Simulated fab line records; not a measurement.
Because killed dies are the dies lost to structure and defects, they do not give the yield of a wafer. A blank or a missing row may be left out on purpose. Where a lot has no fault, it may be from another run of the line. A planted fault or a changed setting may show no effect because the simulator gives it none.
The tool behind it: which one? | flow n5-finfet | 10 lots, 29 wafers sampled, at 5 steps of a route of 1938

## WHAT THE GAUGES READ, wafer by wafer
N5_GATE_CUT_INSPECT_26: inspects for defects (darkfield).
lot  | measured     | on                | raw-defect-count
L987 | day 5 05:10  | defect-inspect-02 | 78 48 50
L989 | day 5 07:26  | defect-inspect-01 | 29 32 44
L990 | day 5 21:53  | defect-inspect-02 | 47 42 35
L992 | day 6 07:23  | defect-inspect-02 | 58 37 24
L994 | day 6 10:22  | defect-inspect-01 | 16 59 45
L102 | day 8 16:00  | defect-inspect-01 | 30 17 24
L105 | day 9 04:55  | defect-inspect-02 | 44 45 59
L106 | day 9 13:40  | defect-inspect-01 | 28 28 45
L109 | day 10 05:55 | defect-inspect-02 | 40 28
L110 | day 10 09:57 | defect-inspect-02 | 80 47 49

N5_BEOL_M4_RC_MEAS_101.
lot  | measured     | on        | DIBL_N (mV/V)  | DIBL_P (mV/V)  | IOFF_N (nA/um)    | IOFF_P (nA/um) | ION_N (uA/um) | ION_P (uA/um) | SS_N (mV/dec)  | SS_P (mV/dec)  | VT_N (mV)         | VT_P (mV)
L987 | day 9 00:48  | prober-02 | 37.5 34.2 36.4 | 37.4 33.4 35.8 | 0.178 0.133 0.157 | 0.29 0.23 0.26 | 673 672 666   | 469 475 468   | 71.7 70.0 71.2 | 73.6 73.3 73.5 | 248.0 251.1 253.0 | -242 -245 -243
L989 | day 13 19:13 | prober-01 | 34.5 36.8 37.0 | 35.1 38.3 39.3 | 0.143 0.181 0.202 | 0.19 0.23 0.26 | 664 683 688   | 458 470 469   | 71.8 71.7 72.3 | 73.2 74.0 73.5 | 250.0 249.0 244.7 | -254 -251 -247
L990 | day 11 04:26 | prober-02 | 32.7 35.9 36.7 | 32.2 34.8 36.0 | 0.103 0.140 0.152 | 0.16 0.19 0.20 | 668 672 678   | 463 457 458   | 70.7 70.7 70.6 | 72.2 73.0 73.6 | 255.7 251.5 250.0 | -256 -255 -251
L992 | day 11 22:34 | prober-01 | 38.5 34.9 37.2 | 40.8 36.2 39.1 | 0.191 0.124 0.178 | 0.23 0.17 0.20 | 689 654 700   | 469 455 465   | 71.7 71.2 71.2 | 73.7 73.0 74.1 | 247.8 255.7 246.3 | -248 -254 -252
L994 | day 12 05:21 | prober-01 | 36.9 35.5 36.7 | 37.4 35.5 36.4 | 0.154 0.126 0.142 | 0.20 0.18 0.18 | 673 660 670   | 455 455 455   | 71.7 72.1 71.4 | 73.4 72.6 73.1 | 252.1 252.8 250.3 | -252 -252 -254
L102 | day 13 22:02 | prober-02 | 35.8 36.9 35.5 | 34.7 37.0 34.6 | 0.133 0.160 0.142 | 0.21 0.25 0.22 | 668 669 665   | 463 465 466   | 70.8 71.2 70.7 | 73.0 73.9 72.5 | 252.7 245.8 247.8 | -247 -246 -248
L105 | day 15 03:25 | prober-02 | 37.2 39.3 36.8 | 37.0 38.5 36.7 | 0.177 0.221 0.175 | 0.23 0.26 0.24 | 681 682 687   | 468 466 474   | 71.8 72.9 70.9 | 73.7 73.6 74.0 | 250.5 246.6 247.1 | -249 -246 -248
L106 | day 15 04:00 | prober-01 | 35.2 33.8 36.6 | 32.4 32.5 35.7 | 0.128 0.107 0.150 | 0.17 0.17 0.22 | 662 669 673   | 459 462 466   | 70.8 70.2 71.1 | 72.1 72.8 72.9 | 256.1 258.0 251.3 | -253 -255 -248
L109 | day 15 08:19 | prober-01 | 36.7 37.2      | 35.6 37.2      | 0.158 0.174       | 0.24 0.26      | 666 677       | 465 471       | 71.5 71.2      | 73.4 73.7      | 252.7 247.7       | -247 -243
L110 | day 15 11:02 | prober-02 | 36.1 35.9 37.9 | 36.9 34.8 39.6 | 0.145 0.148 0.192 | 0.21 0.19 0.25 | 660 662 697   | 455 456 471   | 71.4 71.4 72.3 | 73.0 72.7 73.9 | 253.2 252.0 247.7 | -253 -252 -249

## TOOL THAT RAN EACH LOT (tool first, then ch and the chambers of the sampled wafers, then the start)
lot  | N5_GATE_CUT_STRIP_21                 | N5_MOL_CONTACT_COAG_COAT_58       | N5_MOL_CONTACT_COAG_DESCUM_13
L987 | plasma-asher-02 ch 0, day 5 01:04    | litho-track-03 ch 0, day 5 05:11  | rie-diel-05 ch 0, day 5 06:19
L989 | plasma-asher-02 ch 0,1, day 5 04:26  | litho-track-03 ch 0, day 5 07:28  | rie-diel-03 ch 0,2, day 5 08:28
L990 | plasma-asher-01 ch 0,1, day 5 16:05  | litho-track-03 ch 0, day 5 21:55  | rie-diel-01 ch 1,2, day 5 22:26
L992 | plasma-asher-01 ch 0,1, day 6 04:42  | litho-track-03 ch 0, day 6 07:25  | rie-diel-01 ch 1,3, day 6 07:54
L994 | plasma-asher-02 ch 0,1, day 6 07:40  | litho-track-04 ch 0, day 6 10:23  | rie-diel-03 ch 1,2,3, day 6 10:59
L102 | plasma-asher-02 ch 0,1, day 8 13:07  | litho-track-04 ch 0, day 8 16:02  | rie-diel-01 ch 0,2,3, day 8 16:33
L105 | plasma-asher-01 ch 0,1, day 9 02:14  | litho-track-04 ch 0, day 9 04:58  | rie-diel-01 ch 0,1,3, day 9 05:20
L106 | plasma-asher-01 ch 0,1, day 9 10:58  | litho-track-04 ch 0, day 9 13:42  | rie-diel-01 ch 0,1,3, day 9 14:05
L109 | plasma-asher-01 ch 0,1, day 10 03:14 | litho-track-04 ch 0, day 10 05:57 | rie-diel-03 ch 1,3, day 10 06:20
L110 | plasma-asher-01 ch 0,1, day 10 07:16 | litho-track-02 ch 0, day 10 09:59 | rie-diel-01 ch 2,3, day 10 10:30
- N5_GATE_CUT_STRIP_21: strips in N2/H2, time 30 s.
- N5_MOL_CONTACT_COAG_COAT_58: time 60 s, resist thk 10 nm.
- N5_MOL_CONTACT_COAG_DESCUM_13: chemistry O2, time 7 s.

## AS READ BY THE TOOLS THEMSELVES (means over the sampled wafers that have a number; for cases with no such wafer, the mark the record gives instead)
N5_GATE_CUT_STRIP_21.
lot  | tool            | drypump-motor-current-A (A) | h2-flow-sccm (sccm) | heater-power-w (W)
L987 | plasma-asher-02 | 5.7                         | 3257                | 274
L989 | plasma-asher-02 | 5.6                         | 3259                | 321
L990 | plasma-asher-01 | 6.2                         | 3251                | 357
L992 | plasma-asher-01 | 6.2                         | 3244                | 351
L994 | plasma-asher-02 | 5.6                         | 3257                | 292
L102 | plasma-asher-02 | 5.6                         | 3256                | 295
L105 | plasma-asher-01 | 6.3                         | 3247                | 360
L106 | plasma-asher-01 | 6.3                         | 3244                | 352
L109 | plasma-asher-01 | 6.2                         | 3242                | 341
L110 | plasma-asher-01 | 6.2                         | 3249                | 346

N5_MOL_CONTACT_COAG_COAT_58.
lot  | tool           | heater-power-total-W (W) | plate-temp-C (C)
L987 | litho-track-03 | 392.2                    | 205.00
L989 | litho-track-03 | 391.9                    | 204.88
L990 | litho-track-03 | 392.8                    | 204.86
L992 | litho-track-03 | 391.8                    | 204.98
L994 | litho-track-04 | 391.3                    | 204.96
L102 | litho-track-04 | 393.2                    | 205.01
L105 | litho-track-04 | 381.8                    | 200.48
L106 | litho-track-04 | 380.2                    | 200.55
L109 | litho-track-04 | 382.1                    | 200.75
L110 | litho-track-02 | 392.5                    | 205.11

N5_MOL_CONTACT_COAG_DESCUM_13.
lot  | tool        | drypump-motor-current-A (A) | oes-product-au (a.u.) | rf-vpp-V (V) | showerhead-plenum-p-Torr (Torr) | throttle-valve-pct (%)
L987 | rie-diel-05 | 5.4                         | 0.91                  | 244.0        | 2.12                            | 20.10
L989 | rie-diel-03 | 6.5                         | 0.89                  | 243.2        | 2.10                            | 20.43
L990 | rie-diel-01 | 6.1                         | 0.84                  | 243.2        | 2.09                            | 20.18
L992 | rie-diel-01 | 6.0                         | 0.84                  | 241.6        | 2.01                            | 20.11
L994 | rie-diel-03 | 6.3                         | 0.82                  | 243.9        | 2.14                            | 20.54
L102 | rie-diel-01 | 5.6                         | 0.75                  | 241.8        | 2.03                            | 20.42
L105 | rie-diel-01 | 5.9                         | 0.78                  | 241.7        | 1.99                            | 20.29
L106 | rie-diel-01 | 5.9                         | 0.77                  | 241.4        | 1.99                            | 20.30
L109 | rie-diel-03 | 6.0                         | 0.76                  | 244.2        | 2.14                            | 20.61
L110 | rie-diel-01 | 5.2                         | 0.72                  | 241.8        | 1.99                            | 20.32

## THE ANSWER, worked out from the rows above alone
Rule: what is usual is taken from the lots themselves. Put in order of their means at a reading, lots are off if they are a third of the lots or fewer, leave a main group of 4 or more, and stand apart from it by a gap of 3 or more times the standard deviation of the main group's means; of several such gaps the widest counts. Not used: any main group whose means are identical at the precision the tables above print for the reading. A lot without any number at a reading at which 4 lots or more have one is off too. Any other lot the step has rows for is counted as sound. The gauges are gone through in route order, then the tools' own readings, and for those a lot's mean is taken as printed above. The first step at which some lot is off is used, and at that step the reading that is off furthest; a lot without a number counts as furthest.
Off: L105, L106, L109 (N5_MOL_CONTACT_COAG_COAT_58, plate-temp-C). The main group: mean 204.97 C, standard deviation 0.078.
A tool fits if, at that step or a process step before it, it ran every lot that is off, and no sound lot after the first of them. One fits: N5_MOL_CONTACT_COAG_COAT_58 on litho-track-04. Its last sound lot is L102 (day 8 16:02), its first lot that is off L105 (day 9 04:58): a fault that began between those two fits.
The tool's own readings at N5_MOL_CONTACT_COAG_COAT_58 bear it out: on the lots that are off they differ by more than 5 times the standard deviation of the sound lots' means. heater-power-total-W reads 381.4 W there against 392.2 W on the sound lots; plate-temp-C reads 200.59 C there against 204.97 C on the sound lots.

## WHAT HAD BEEN PUT IN BY THE SIMULATOR
Drift in process parameters on litho-track-04 at N5_MOL_CONTACT_COAG_COAT_58, starting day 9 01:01. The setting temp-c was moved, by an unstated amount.
Shown lots that were struck: L105, L106, L109. The same result came from the rule above.
